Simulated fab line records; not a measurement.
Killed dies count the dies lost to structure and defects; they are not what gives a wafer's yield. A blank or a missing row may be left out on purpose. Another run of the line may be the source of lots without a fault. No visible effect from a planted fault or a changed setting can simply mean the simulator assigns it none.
fab line records || flow nandHarc || part 2 of 2: steps 25 to 34 of 34
record: {"lots": 5, "wafers": 15, "lastDay": 32}
route steps=1302 shown P_M1@315 P_M2@318
lots that met no fault: from a run of the same line without faults
startH: hours from the record's first day to the start of the lot's first wafer shown || waitH: how many hours have passed since the lot's step before this one || " as in the row above || L1.1+2: a row that stands for several wafers || - no value, or no start given || * or withheld: withheld || < > ~ a bound
route shown NAME@n: NAME is a module with steps in the file, n the number in the route of the first one || usual: mean and standard deviation over wafers with no fault || same: alike in all rows || chamber/n: place in a boat || sites: per-site readings || _std_site: the values' standard deviation || _edge_site: mean of outer sites minus mean of inner sites || radiusMm: how far each site lies from the wafer's centre || mask NAME#n: copy n || behind: the last tool/chamber to shape the wafer || hold: cause of the lot's hold/its duration in hours/its outcome || device: which transistor (n, p or np) failed to switch || end of line: at the end of the route, the tests of the same wafers || a step without rows: its recipe alone || killed: not the wafer's yield, but the dies lost to structure and defects at the first sort || map: dies across one wafer; x = killed, . = not, _ = none there
set.NAME: setting as actually run; set.NAME@STEP: the setting as run at that earlier step || model.NAME: the simulator's own value behind a step, which no gauge read
lots at some steps of the route; a table a step, a row a wafer
services: when a tool's chamber went out of use (startH, in hours from the record's first day, below 0 if earlier), for how many hours, and the reason
== steps ==
step: NHARC_P_M2_PRE_CLEAN_30
recipe: {"timeS": 30, "tempC": 280, "gas": "H2/He"}
usual: {"heaterPowerW": "424/35", "susceptorTempC": "279.99/0.21"}
{"lot.wafer": "L075.4", "tool": "pvdSputter-01", "chamber": "-", "startH": "-", "waitH": "-", "heaterPowerW": 453, "susceptorTempC": 279.71}
{"lot.wafer": "L075.1", "tool": "pvdSputter-01", "chamber": "-", "startH": "-", "waitH": "-", "heaterPowerW": 355, "susceptorTempC": 279.71}
{"lot.wafer": "L075.5", "tool": "pvdSputter-01", "chamber": "-", "startH": "-", "waitH": "-", "heaterPowerW": 419, "susceptorTempC": 280.15}
{"lot.wafer": "L077.3", "tool": "pvdSputter-02", "chamber": "-", "startH": "-", "waitH": "-", "heaterPowerW": 410, "susceptorTempC": "-"}
{"lot.wafer": "L077.2", "tool": "pvdSputter-02", "chamber": "-", "startH": "-", "waitH": "-", "heaterPowerW": 394, "susceptorTempC": "-"}
{"lot.wafer": "L077.6", "tool": "pvdSputter-02", "chamber": "-", "startH": "-", "waitH": "-", "heaterPowerW": 481, "susceptorTempC": "-"}
{"lot.wafer": "L081.2", "tool": "pvdSputter-02", "chamber": "-", "startH": "-", "waitH": "-", "heaterPowerW": 421, "susceptorTempC": 280.45}
{"lot.wafer": "L081.5", "tool": "pvdSputter-02", "chamber": "-", "startH": "-", "waitH": "-", "heaterPowerW": 425, "susceptorTempC": 280.18}
{"lot.wafer": "L081.6", "tool": "pvdSputter-02", "chamber": "-", "startH": "-", "waitH": "-", "heaterPowerW": 478, "susceptorTempC": 280.28}
{"lot.wafer": "L084.1", "tool": "pvdSputter-03", "chamber": "-", "startH": "-", "waitH": "-", "heaterPowerW": 367, "susceptorTempC": 280.00}
{"lot.wafer": "L084.3", "tool": "pvdSputter-03", "chamber": "-", "startH": "-", "waitH": "-", "heaterPowerW": 462, "susceptorTempC": 279.93}
{"lot.wafer": "L084.4", "tool": "pvdSputter-03", "chamber": "-", "startH": "-", "waitH": "-", "heaterPowerW": 461, "susceptorTempC": 280.00}
{"lot.wafer": "L093.2", "tool": "pvdSputter-02", "chamber": "-", "startH": "-", "waitH": "-", "heaterPowerW": 416, "susceptorTempC": 279.94}
{"lot.wafer": "L093.1", "tool": "pvdSputter-02", "chamber": "-", "startH": "-", "waitH": "-", "heaterPowerW": 379, "susceptorTempC": 280.34}
{"lot.wafer": "L093.6", "tool": "pvdSputter-02", "chamber": "-", "startH": "-", "waitH": "-", "heaterPowerW": 416, "susceptorTempC": 280.22}
step: NHARC_P_M2_PVD_20
recipe: {"targetThkA": 50, "biasV": 168.6, "powerW": 15000, "chamberPressurePa": 0.12, "timeS": 8.06, "substrateTempC": 50, "material": "TaN"}
usual: {"cathodeDcPowerW": "15000/2.8", "throttleValvePct": "30.1/1.1"}
{"lot.wafer": "L075.4", "tool": "pvdSputter-01", "chamber": "-", "startH": "-", "waitH": "-", "cathodeDcPowerW": 14997, "throttleValvePct": 29.5}
{"lot.wafer": "L075.1", "tool": "pvdSputter-01", "chamber": "-", "startH": "-", "waitH": "-", "cathodeDcPowerW": 15000, "throttleValvePct": 31.2}
{"lot.wafer": "L075.5", "tool": "pvdSputter-01", "chamber": "-", "startH": "-", "waitH": "-", "cathodeDcPowerW": 14998, "throttleValvePct": 31.9}
{"lot.wafer": "L077.3", "tool": "pvdSputter-02", "chamber": "-", "startH": "-", "waitH": "-", "cathodeDcPowerW": 15003, "throttleValvePct": 29.1}
{"lot.wafer": "L077.2", "tool": "pvdSputter-02", "chamber": "-", "startH": "-", "waitH": "-", "cathodeDcPowerW": 15001, "throttleValvePct": 28.3}
{"lot.wafer": "L077.6", "tool": "pvdSputter-02", "chamber": "-", "startH": "-", "waitH": "-", "cathodeDcPowerW": 14996, "throttleValvePct": 30.4}
{"lot.wafer": "L081.2", "tool": "pvdSputter-02", "chamber": "-", "startH": "-", "waitH": "-", "cathodeDcPowerW": 15002, "throttleValvePct": 28.0}
{"lot.wafer": "L081.5", "tool": "pvdSputter-02", "chamber": "-", "startH": "-", "waitH": "-", "cathodeDcPowerW": 14997, "throttleValvePct": 30.3}
{"lot.wafer": "L081.6", "tool": "pvdSputter-02", "chamber": "-", "startH": "-", "waitH": "-", "cathodeDcPowerW": 15001, "throttleValvePct": 29.2}
{"lot.wafer": "L084.3", "tool": "pvdSputter-03", "chamber": "-", "startH": "-", "waitH": "-", "cathodeDcPowerW": 15001, "throttleValvePct": 30.1}
{"lot.wafer": "L084.4", "tool": "pvdSputter-03", "chamber": "-", "startH": "-", "waitH": "-", "cathodeDcPowerW": 15003, "throttleValvePct": 30.3}
{"lot.wafer": "L084.1", "tool": "pvdSputter-03", "chamber": "-", "startH": "-", "waitH": "-", "cathodeDcPowerW": 14996, "throttleValvePct": 31.1}
{"lot.wafer": "L093.2", "tool": "pvdSputter-02", "chamber": "-", "startH": "-", "waitH": "-", "cathodeDcPowerW": 14999, "throttleValvePct": 30.1}
{"lot.wafer": "L093.1", "tool": "pvdSputter-02", "chamber": "-", "startH": "-", "waitH": "-", "cathodeDcPowerW": 15000, "throttleValvePct": 29.2}
{"lot.wafer": "L093.6", "tool": "pvdSputter-02", "chamber": "-", "startH": "-", "waitH": "-", "cathodeDcPowerW": 14997, "throttleValvePct": 27.5}
step: NHARC_P_M2_PVD_21
recipe: {"targetThkA": 300, "chamberPressurePa": 5, "powerW": 5000, "substrateTempC": 30, "timeS": 20.49, "material": "Cu"}
usual: {"cathodeDcPowerW": "4999.9/0.94", "throttleValvePct": "30.1/1"}
{"lot.wafer": "L075.1", "tool": "pvdSputter-01", "chamber": "-", "startH": "-", "waitH": "-", "cathodeDcPowerW": 5000.0, "throttleValvePct": 31.2}
{"lot.wafer": "L075.4", "tool": "pvdSputter-01", "chamber": "-", "startH": "-", "waitH": "-", "cathodeDcPowerW": 5000.5, "throttleValvePct": 29.1}
{"lot.wafer": "L075.5", "tool": "pvdSputter-01", "chamber": "-", "startH": "-", "waitH": "-", "cathodeDcPowerW": 5000.9, "throttleValvePct": 30.5}
{"lot.wafer": "L077.3", "tool": "pvdSputter-02", "chamber": "-", "startH": "-", "waitH": "-", "cathodeDcPowerW": 4998.5, "throttleValvePct": 28.0}
{"lot.wafer": "L077.2", "tool": "pvdSputter-02", "chamber": "-", "startH": "-", "waitH": "-", "cathodeDcPowerW": 4999.2, "throttleValvePct": 30.5}
{"lot.wafer": "L077.6", "tool": "pvdSputter-02", "chamber": "-", "startH": "-", "waitH": "-", "cathodeDcPowerW": 5001.3, "throttleValvePct": 30.4}
{"lot.wafer": "L081.2", "tool": "pvdSputter-02", "chamber": "-", "startH": "-", "waitH": "-", "cathodeDcPowerW": 5000.0, "throttleValvePct": 29.2}
{"lot.wafer": "L081.6", "tool": "pvdSputter-02", "chamber": "-", "startH": "-", "waitH": "-", "cathodeDcPowerW": 4999.5, "throttleValvePct": 30.4}
{"lot.wafer": "L081.5", "tool": "pvdSputter-02", "chamber": "-", "startH": "-", "waitH": "-", "cathodeDcPowerW": 5001.2, "throttleValvePct": 30.3}
{"lot.wafer": "L084.3", "tool": "pvdSputter-03", "chamber": "-", "startH": "-", "waitH": "-", "cathodeDcPowerW": 4999.6, "throttleValvePct": 30.4}
{"lot.wafer": "L084.1", "tool": "pvdSputter-03", "chamber": "-", "startH": "-", "waitH": "-", "cathodeDcPowerW": 5000.4, "throttleValvePct": 30.0}
{"lot.wafer": "L084.4", "tool": "pvdSputter-03", "chamber": "-", "startH": "-", "waitH": "-", "cathodeDcPowerW": 5001.6, "throttleValvePct": 29.9}
{"lot.wafer": "L093.1", "tool": "pvdSputter-02", "chamber": "-", "startH": "-", "waitH": "-", "cathodeDcPowerW": 4998.9, "throttleValvePct": 30.4}
{"lot.wafer": "L093.2", "tool": "pvdSputter-02", "chamber": "-", "startH": "-", "waitH": "-", "cathodeDcPowerW": 4999.7, "throttleValvePct": 29.6}
{"lot.wafer": "L093.6", "tool": "pvdSputter-02", "chamber": "-", "startH": "-", "waitH": "-", "cathodeDcPowerW": 4998.7, "throttleValvePct": 30.1}
step: NHARC_P_M2_ECD_22
recipe: {"targetThkA": 4000, "bathTempC": 25, "material": "Cu"}
{"lot.wafer": "L075.1+4+5", "tool": "ecdCu-02", "chamber": "0,0,1", "startH": 139.61, "waitH": "-"}
{"lot.wafer": "L077.2+3+6", "tool": "ecdCu-02", "chamber": "0,1,0", "startH": 171.42, "waitH": "-"}
{"lot.wafer": "L081.2+6+5", "tool": "ecdCu-02", "chamber": "0,0,1", "startH": 201.71, "waitH": "-"}
{"lot.wafer": "L084.1+4+3", "tool": "ecdCu-01", "chamber": "0,1,0", "startH": 230.79, "waitH": "-"}
{"lot.wafer": "L093.1+2+6", "tool": "ecdCu-01", "chamber": "0,1,1", "startH": 327.02, "waitH": "-"}
step: NHARC_P_M2_ANNEAL_31
recipe: {"tempC": 225, "timeS": 90}
usual: {"wafer_temp_C_max": "226.25/0.29"}
{"lot.wafer": "L075.1", "tool": "rtpAnneal-02", "chamber": 0, "startH": 139.94, "waitH": 0.3, "wafer_temp_C_max": 226.63}
{"lot.wafer": "L075.4", "tool": "rtpAnneal-02", "chamber": 0, "startH": 139.94, "waitH": 0.3, "wafer_temp_C_max": 227.09}
{"lot.wafer": "L075.5", "tool": "rtpAnneal-02", "chamber": 0, "startH": 139.94, "waitH": 0.3, "wafer_temp_C_max": 226.00}
{"lot.wafer": "L077.2", "tool": "rtpAnneal-01", "chamber": 0, "startH": 171.85, "waitH": 0.4, "wafer_temp_C_max": 226.34}
{"lot.wafer": "L077.3", "tool": "rtpAnneal-01", "chamber": 0, "startH": 171.85, "waitH": 0.4, "wafer_temp_C_max": 226.47}
{"lot.wafer": "L077.6", "tool": "rtpAnneal-01", "chamber": 0, "startH": 171.85, "waitH": 0.4, "wafer_temp_C_max": 226.05}
{"lot.wafer": "L081.2", "tool": "rtpAnneal-01", "chamber": 0, "startH": 202.26, "waitH": 0.5, "wafer_temp_C_max": 225.95}
{"lot.wafer": "L081.5", "tool": "rtpAnneal-01", "chamber": 0, "startH": 202.26, "waitH": 0.5, "wafer_temp_C_max": 225.81}
{"lot.wafer": "L081.6", "tool": "rtpAnneal-01", "chamber": 0, "startH": 202.26, "waitH": 0.5, "wafer_temp_C_max": 226.28}
{"lot.wafer": "L084.1", "tool": "rtpAnneal-01", "chamber": 0, "startH": 231.11, "waitH": "-", "wafer_temp_C_max": 226.27}
{"lot.wafer": "L084.3", "tool": "rtpAnneal-01", "chamber": 0, "startH": 231.11, "waitH": "-", "wafer_temp_C_max": 225.82}
{"lot.wafer": "L084.4", "tool": "rtpAnneal-01", "chamber": 0, "startH": 231.11, "waitH": "-", "wafer_temp_C_max": 226.17}
{"lot.wafer": "L093.1", "tool": "rtpAnneal-01", "chamber": 0, "startH": 327.39, "waitH": 0.3, "wafer_temp_C_max": 225.93}
{"lot.wafer": "L093.2", "tool": "rtpAnneal-01", "chamber": 0, "startH": 327.39, "waitH": 0.3, "wafer_temp_C_max": 225.96}
{"lot.wafer": "L093.6", "tool": "rtpAnneal-01", "chamber": 0, "startH": 327.39, "waitH": 0.3, "wafer_temp_C_max": 226.30}
step: NHARC_P_M2_CMP_23
recipe: {"tOverpolishS": 20, "targetThkNm": 144.3}
usual: {"motorCurrentA": "11.8/0.78", "slurryFlowMlMin": "150.0/0.47", "timeToEndpointS": "27/3.7"}
{"lot.wafer": "L075.1", "tool": "cmp-01", "chamber": 2, "startH": 140.29, "waitH": "-", "motorCurrentA": 13.0, "slurryFlowMlMin": 149.6, "timeToEndpointS": 28}
{"lot.wafer": "L075.4", "tool": "cmp-01", "chamber": 3, "startH": 140.29, "waitH": "-", "motorCurrentA": 10.9, "slurryFlowMlMin": 150.0, "timeToEndpointS": 31}
{"lot.wafer": "L075.5", "tool": "cmp-01", "chamber": 2, "startH": 140.29, "waitH": "-", "motorCurrentA": 13.4, "slurryFlowMlMin": 150.5, "timeToEndpointS": 27}
{"lot.wafer": "L077.2", "tool": "cmp-03", "chamber": 3, "startH": 172.15, "waitH": "-", "motorCurrentA": 10.7, "slurryFlowMlMin": 151.1, "timeToEndpointS": 28}
{"lot.wafer": "L077.3", "tool": "cmp-03", "chamber": 2, "startH": 172.15, "waitH": "-", "motorCurrentA": 11.0, "slurryFlowMlMin": 149.9, "timeToEndpointS": 30}
{"lot.wafer": "L077.6", "tool": "cmp-03", "chamber": 0, "startH": 172.15, "waitH": "-", "motorCurrentA": 11.9, "slurryFlowMlMin": 149.1, "timeToEndpointS": 26}
{"lot.wafer": "L081.2", "tool": "cmp-02", "chamber": 2, "startH": 202.58, "waitH": "-", "motorCurrentA": 11.5, "slurryFlowMlMin": 150.2, "timeToEndpointS": 28}
{"lot.wafer": "L081.5", "tool": "cmp-02", "chamber": 1, "startH": 202.58, "waitH": "-", "motorCurrentA": 12.9, "slurryFlowMlMin": 150.1, "timeToEndpointS": 29}
{"lot.wafer": "L081.6", "tool": "cmp-02", "chamber": 2, "startH": 202.58, "waitH": "-", "motorCurrentA": 12.0, "slurryFlowMlMin": 150.0, "timeToEndpointS": 28}
{"lot.wafer": "L084.3", "tool": "cmp-01", "chamber": 1, "startH": 231.48, "waitH": "-", "motorCurrentA": 12.1, "slurryFlowMlMin": 149.5, "timeToEndpointS": 33}
{"lot.wafer": "L084.1", "tool": "cmp-01", "chamber": 2, "startH": 231.48, "waitH": "-", "motorCurrentA": 12.9, "slurryFlowMlMin": 149.3, "timeToEndpointS": 29}
{"lot.wafer": "L084.4", "tool": "cmp-01", "chamber": 3, "startH": 231.48, "waitH": "-", "motorCurrentA": 10.5, "slurryFlowMlMin": 150.0, "timeToEndpointS": 28}
{"lot.wafer": "L093.2", "tool": "cmp-02", "chamber": 0, "startH": 327.76, "waitH": "-", "motorCurrentA": 12.5, "slurryFlowMlMin": 149.9, "timeToEndpointS": 23}
{"lot.wafer": "L093.1", "tool": "cmp-02", "chamber": 2, "startH": 327.76, "waitH": "-", "motorCurrentA": 10.9, "slurryFlowMlMin": 150.0, "timeToEndpointS": 25}
{"lot.wafer": "L093.6", "tool": "cmp-02", "chamber": 0, "startH": 327.76, "waitH": "-", "motorCurrentA": 12.4, "slurryFlowMlMin": 149.3, "timeToEndpointS": 21}
step: NHARC_P_M2_THK_MEAS_24
recipe: {"thkMeasGauge": "xrf"}
usual: {"thkNm": "143.6/1.7"}
{"lot.wafer": "L075.1", "tool": "filmMetro-01", "chamber": "-", "startH": 140.61, "waitH": "-", "thkNm": 146.2}
{"lot.wafer": "L075.4", "tool": "filmMetro-01", "chamber": "-", "startH": 140.61, "waitH": "-", "thkNm": 146.0}
{"lot.wafer": "L075.5", "tool": "filmMetro-01", "chamber": "-", "startH": 140.61, "waitH": "-", "thkNm": 143.1}
{"lot.wafer": "L077.2", "tool": "filmMetro-01", "chamber": "-", "startH": 172.46, "waitH": "-", "thkNm": 142.9}
{"lot.wafer": "L077.3", "tool": "filmMetro-01", "chamber": "-", "startH": 172.46, "waitH": "-", "thkNm": 143.6}
{"lot.wafer": "L077.6", "tool": "filmMetro-01", "chamber": "-", "startH": 172.46, "waitH": "-", "thkNm": 140.8}
{"lot.wafer": "L081.2", "tool": "filmMetro-02", "chamber": "-", "startH": 202.86, "waitH": "-", "thkNm": 140.6}
{"lot.wafer": "L081.5", "tool": "filmMetro-02", "chamber": "-", "startH": 202.86, "waitH": "-", "thkNm": 143.1}
{"lot.wafer": "L081.6", "tool": "filmMetro-02", "chamber": "-", "startH": 202.86, "waitH": "-", "thkNm": 141.4}
{"lot.wafer": "L084.1", "tool": "filmMetro-01", "chamber": "-", "startH": 231.77, "waitH": "-", "thkNm": 144.2}
{"lot.wafer": "L084.3", "tool": "filmMetro-01", "chamber": "-", "startH": 231.77, "waitH": "-", "thkNm": 145.6}
{"lot.wafer": "L084.4", "tool": "filmMetro-01", "chamber": "-", "startH": 231.77, "waitH": "-", "thkNm": 144.2}
{"lot.wafer": "L093.1", "tool": "filmMetro-02", "chamber": "-", "startH": 328.08, "waitH": "-", "thkNm": 143.3}
{"lot.wafer": "L093.2", "tool": "filmMetro-02", "chamber": "-", "startH": 328.08, "waitH": "-", "thkNm": 141.7}
{"lot.wafer": "L093.6", "tool": "filmMetro-02", "chamber": "-", "startH": 328.08, "waitH": "-", "thkNm": 141.5}
step: NHARC_P_M2_SRD_25
{"lot.wafer": "L075.4+1+5", "tool": "wetBench-08", "chamber": "6,7,0", "startH": 140.65, "waitH": 0.0}
{"lot.wafer": "L077.6+2+3", "tool": "wetBench-10", "chamber": "2,3,6", "startH": 172.50, "waitH": 0.0}
{"lot.wafer": "L081.2+5+6", "tool": "wetBench-08", "chamber": "1,4,5", "startH": 202.90, "waitH": 0.0}
{"lot.wafer": "L084.4+3+1", "tool": "wetBench-08", "chamber": "4,7,1", "startH": 231.81, "waitH": 0.0}
{"lot.wafer": "L093.6+1+2", "tool": "wetBench-10", "chamber": "4,5,1", "startH": 328.12, "waitH": 0.0}
step: NHARC_P_M2_INSPECT_27
usual: {"rawDefectCount": "331/130"}
{"lot.wafer": "L075.1", "tool": "defectInspect-01", "chamber": "-", "startH": 140.76, "waitH": 0.0, "rawDefectCount": 358}
{"lot.wafer": "L075.4", "tool": "defectInspect-01", "chamber": "-", "startH": 140.76, "waitH": 0.0, "rawDefectCount": 299}
{"lot.wafer": "L075.5", "tool": "defectInspect-01", "chamber": "-", "startH": 140.76, "waitH": 0.0, "rawDefectCount": 251}
{"lot.wafer": "L077.2", "tool": "defectInspect-01", "chamber": "-", "startH": 172.62, "waitH": 0.0, "rawDefectCount": 213}
{"lot.wafer": "L077.3", "tool": "defectInspect-01", "chamber": "-", "startH": 172.62, "waitH": 0.0, "rawDefectCount": 282}
{"lot.wafer": "L077.6", "tool": "defectInspect-01", "chamber": "-", "startH": 172.62, "waitH": 0.0, "rawDefectCount": 258}
{"lot.wafer": "L081.2", "tool": "defectInspect-02", "chamber": "-", "startH": 203.04, "waitH": 0.0, "rawDefectCount": 195}
{"lot.wafer": "L081.5", "tool": "defectInspect-02", "chamber": "-", "startH": 203.04, "waitH": 0.0, "rawDefectCount": 269}
{"lot.wafer": "L081.6", "tool": "defectInspect-02", "chamber": "-", "startH": 203.04, "waitH": 0.0, "rawDefectCount": 185}
{"lot.wafer": "L084.1", "tool": "defectInspect-02", "chamber": "-", "startH": 231.93, "waitH": 0.0, "rawDefectCount": 221}
{"lot.wafer": "L084.3", "tool": "defectInspect-02", "chamber": "-", "startH": 231.93, "waitH": 0.0, "rawDefectCount": 360}
{"lot.wafer": "L084.4", "tool": "defectInspect-02", "chamber": "-", "startH": 231.93, "waitH": 0.0, "rawDefectCount": 653}
{"lot.wafer": "L093.1", "tool": "defectInspect-02", "chamber": "-", "startH": 328.24, "waitH": 0.0, "rawDefectCount": 325}
{"lot.wafer": "L093.2", "tool": "defectInspect-02", "chamber": "-", "startH": 328.24, "waitH": 0.0, "rawDefectCount": 291}
{"lot.wafer": "L093.6", "tool": "defectInspect-02", "chamber": "-", "startH": 328.24, "waitH": 0.0, "rawDefectCount": 164}
step: NHARC_P_M2_PRE_CLEAN_32
recipe: {"timeS": 12, "tempC": 370, "rfPowerW": 300, "gas": "NH3"}
usual: {"heaterPowerW": "654/84", "rfFwdPowerW": "292.5/0.95", "susceptorTempC": "369.99/0.21"}
{"lot.wafer": "L075.1", "tool": "pecvd-03", "chamber": 1, "startH": 140.85, "waitH": 0.1, "heaterPowerW": 492, "rfFwdPowerW": 291.7, "sinceWetCleanH": 124, "susceptorTempC": 369.54}
{"lot.wafer": "L075.5", "tool": "pecvd-03", "chamber": 0, "startH": 140.85, "waitH": 0.1, "heaterPowerW": 714, "rfFwdPowerW": 292.2, "sinceWetCleanH": "-", "susceptorTempC": 370.15}
{"lot.wafer": "L075.4", "tool": "pecvd-03", "chamber": 1, "startH": 140.85, "waitH": 0.1, "heaterPowerW": 500, "rfFwdPowerW": 292.0, "sinceWetCleanH": "-", "susceptorTempC": 370.09}
{"lot.wafer": "L077.3", "tool": "pecvd-01", "chamber": 0, "startH": 172.69, "waitH": 0.1, "heaterPowerW": 720, "rfFwdPowerW": 292.4, "sinceWetCleanH": 30, "susceptorTempC": 369.67}
{"lot.wafer": "L077.2", "tool": "pecvd-01", "chamber": 1, "startH": 172.69, "waitH": 0.1, "heaterPowerW": 583, "rfFwdPowerW": 291.5, "sinceWetCleanH": 30, "susceptorTempC": 370.12}
{"lot.wafer": "L077.6", "tool": "pecvd-01", "chamber": 2, "startH": 172.69, "waitH": 0.1, "heaterPowerW": 745, "rfFwdPowerW": 292.8, "sinceWetCleanH": "-", "susceptorTempC": 369.97}
{"lot.wafer": "L081.2", "tool": "pecvd-01", "chamber": 1, "startH": 203.14, "waitH": 0.1, "heaterPowerW": 549, "rfFwdPowerW": 292.6, "sinceWetCleanH": 60, "susceptorTempC": 369.94}
{"lot.wafer": "L081.5", "tool": "pecvd-01", "chamber": 2, "startH": 203.14, "waitH": 0.1, "heaterPowerW": 759, "rfFwdPowerW": 291.9, "sinceWetCleanH": "-", "susceptorTempC": 370.21}
{"lot.wafer": "L081.6", "tool": "pecvd-01", "chamber": 1, "startH": 203.14, "waitH": 0.1, "heaterPowerW": 555, "rfFwdPowerW": 293.5, "sinceWetCleanH": "-", "susceptorTempC": 369.88}
{"lot.wafer": "L084.3", "tool": "pecvd-01", "chamber": 0, "startH": 231.99, "waitH": 0.1, "heaterPowerW": 628, "rfFwdPowerW": 293.2, "sinceWetCleanH": 89, "susceptorTempC": 369.95}
{"lot.wafer": "L084.1", "tool": "pecvd-01", "chamber": 2, "startH": 231.99, "waitH": 0.1, "heaterPowerW": 781, "rfFwdPowerW": 291.7, "sinceWetCleanH": 89, "susceptorTempC": 370.00}
{"lot.wafer": "L084.4", "tool": "pecvd-01", "chamber": 0, "startH": 231.99, "waitH": 0.1, "heaterPowerW": 625, "rfFwdPowerW": 294.1, "sinceWetCleanH": "-", "susceptorTempC": 370.30}
{"lot.wafer": "L093.1", "tool": "pecvd-01", "chamber": 0, "startH": 328.32, "waitH": 0.1, "heaterPowerW": 697, "rfFwdPowerW": 291.1, "sinceWetCleanH": 4, "susceptorTempC": 369.97}
{"lot.wafer": "L093.2", "tool": "pecvd-01", "chamber": 1, "startH": 328.32, "waitH": 0.1, "heaterPowerW": 671, "rfFwdPowerW": 293.8, "sinceWetCleanH": 4, "susceptorTempC": 369.95}
{"lot.wafer": "L093.6", "tool": "pecvd-01", "chamber": 2, "startH": 328.32, "waitH": 0.1, "heaterPowerW": 815, "rfFwdPowerW": 291.6, "sinceWetCleanH": "-", "susceptorTempC": 370.38}
== services ==
{"tool": "wetBench-08", "chamber": "-", "startH": 118.40, "hours": 8.0, "kind": "pm"}
{"tool": "pecvd-01", "chamber": "-", "startH": 130.02, "hours": 13.0, "kind": "pm"}
{"tool": "rieDiel-01", "chamber": 3, "startH": 138.43, "hours": 21.0, "kind": "repair"}
{"tool": "rieDiel-01", "chamber": 2, "startH": 154.09, "hours": 8.1, "kind": "repair"}
{"tool": "wetBench-08", "chamber": "-", "startH": 154.77, "hours": 0.5, "kind": "repair"}
{"tool": "lithoTrack-01", "chamber": "-", "startH": 155.00, "hours": 7.0, "kind": "pm"}
{"tool": "pecvd-01", "chamber": "-", "startH": 158.85, "hours": 11.0, "kind": "repair"}
{"tool": "rieDiel-01", "chamber": 2, "startH": 164.48, "hours": 16.5, "kind": "repair"}
{"tool": "lithoTrack-06", "chamber": "-", "startH": 179.00, "hours": 7.0, "kind": "pm"}
{"tool": "pecvd-03", "chamber": "-", "startH": 185.00, "hours": 13.0, "kind": "pm"}
{"tool": "rieDiel-08", "chamber": "-", "startH": 190.86, "hours": 9.0, "kind": "pm"}
{"tool": "lithoTrack-04", "chamber": "-", "startH": 203.01, "hours": 7.0, "kind": "pm"}
{"tool": "rieDiel-01", "chamber": "-", "startH": 203.80, "hours": 9.0, "kind": "pm"}
{"tool": "pecvd-01", "chamber": 2, "startH": 212.47, "hours": 5.8, "kind": "repair"}
{"tool": "pecvd-03", "chamber": "-", "startH": 220.38, "hours": 0.5, "kind": "repair"}
{"tool": "pvdSputter-02", "chamber": "-", "startH": 228.26, "hours": 4.6, "kind": "repair"}
{"tool": "rieDiel-08", "chamber": 2, "startH": 237.88, "hours": 5.5, "kind": "repair"}
{"tool": "rieDiel-08", "chamber": 1, "startH": 263.68, "hours": 9.3, "kind": "repair"}
{"tool": "pvdSputter-02", "chamber": "-", "startH": 282.00, "hours": 10.0, "kind": "pm"}
{"tool": "pecvd-01", "chamber": "-", "startH": 290.25, "hours": 0.8, "kind": "repair"}
{"tool": "wetBench-08", "chamber": "-", "startH": 294.40, "hours": 8.0, "kind": "pm"}
{"tool": "rieDiel-08", "chamber": "-", "startH": 296.39, "hours": 1.1, "kind": "repair"}
{"tool": "pecvd-01", "chamber": "-", "startH": 311.06, "hours": 13.0, "kind": "pm"}
{"tool": "rieDiel-01", "chamber": "-", "startH": 316.09, "hours": 0.9, "kind": "repair"}
